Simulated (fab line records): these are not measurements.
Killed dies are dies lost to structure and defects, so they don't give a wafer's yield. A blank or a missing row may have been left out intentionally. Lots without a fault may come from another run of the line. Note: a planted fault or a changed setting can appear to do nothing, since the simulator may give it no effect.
Matching of chambers / flow n5-finfet / rie-si-03 running N5_FIN_CUT_CUT_ETCH_28: 4 sister chambers
The step etches Si in HBr/Cl2/O2, target depth 6 nm, time 2.4 s. 14 wafers are shown with their chamber, then 7 later ones without.

## WAFERS PAIRED WITH THEIR CHAMBERS
wafer=L075.2; chamber=2; drypump-motor-current-A (A)=6.5; oes-product-au (a.u.)=0.975
wafer=L075.4; chamber=3; drypump-motor-current-A (A)=6.0; oes-product-au (a.u.)=1.014
wafer=L075.5; chamber=0; drypump-motor-current-A (A)=5.3; oes-product-au (a.u.)=1.021
wafer=L078.1; chamber=2; drypump-motor-current-A (A)=6.5; oes-product-au (a.u.)=0.965
wafer=L078.4; chamber=3; drypump-motor-current-A (A)=6.0; oes-product-au (a.u.)=1.012
wafer=L078.5; chamber=0; drypump-motor-current-A (A)=5.4; oes-product-au (a.u.)=1.019
wafer=L081.2; chamber=1; drypump-motor-current-A (A)=6.4; oes-product-au (a.u.)=1.031
wafer=L081.3; chamber=3; drypump-motor-current-A (A)=6.0; oes-product-au (a.u.)=1.010
wafer=L081.4; chamber=0; drypump-motor-current-A (A)=5.4; oes-product-au (a.u.)=1.021
wafer=L083.1; chamber=1; drypump-motor-current-A (A)=6.4; oes-product-au (a.u.)=1.029
wafer=L083.3; chamber=3; drypump-motor-current-A (A)=6.0; oes-product-au (a.u.)=1.019
wafer=L083.5; chamber=0; drypump-motor-current-A (A)=5.4; oes-product-au (a.u.)=1.030
wafer=L085.3; chamber=3; drypump-motor-current-A (A)=6.0; oes-product-au (a.u.)=1.014
wafer=L085.4; chamber=0; drypump-motor-current-A (A)=5.4; oes-product-au (a.u.)=1.030

SIGNATURES, as means of the wafers listed above
reading=drypump-motor-current-A; chamber 0=5.380; chamber 1=6.400; chamber 2=6.500; chamber 3=6.000; scatter within a chamber=0.0283
reading=oes-product-au; chamber 0=1.02420; chamber 1=1.03000; chamber 2=0.97000; chamber 3=1.01380; scatter within a chamber=0.0046
Rule: a wafer's distance from a chamber is the root of the sum, over the readings, of the square of ((its reading less the chamber's mean) divided by the reading's scatter). If the next closest chamber is less than 2 further off than the closest, the wafer can't be placed; otherwise it belongs to the closest. The scatter: take each reading less its chamber's mean, square it, sum over the shown wafers, divide by the number of wafers less the number of chambers, and take the root.

## WAFERS MISSING THEIR CHAMBER
wafer=L085.6; drypump-motor-current-A (A)=5.4; oes-product-au (a.u.)=1.026
wafer=L088.1; drypump-motor-current-A (A)=6.5; oes-product-au (a.u.)=0.975
wafer=L088.3; drypump-motor-current-A (A)=6.0; oes-product-au (a.u.)=1.023
wafer=L088.6; drypump-motor-current-A (A)=5.3; oes-product-au (a.u.)=1.025
wafer=L096.1; drypump-motor-current-A (A)=5.4; oes-product-au (a.u.)=1.023
wafer=L096.2; drypump-motor-current-A (A)=6.4; oes-product-au (a.u.)=1.032
wafer=L096.4; drypump-motor-current-A (A)=6.3; oes-product-au (a.u.)=1.028

## WHICH CHAMBER EACH ONE RAN IN
wafer=L085.6; from the rows above=0; in truth=0
wafer=L088.1; from the rows above=2; in truth=2
wafer=L088.3; from the rows above=3; in truth=3
wafer=L088.6; from the rows above=0; in truth=0
wafer=L096.1; from the rows above=0; in truth=0
wafer=L096.2; from the rows above=1; in truth=1
wafer=L096.4; from the rows above=1; in truth=1
7 of 7 placed correctly. Not placeable from these rows: 0. Wrongly placed: 0.
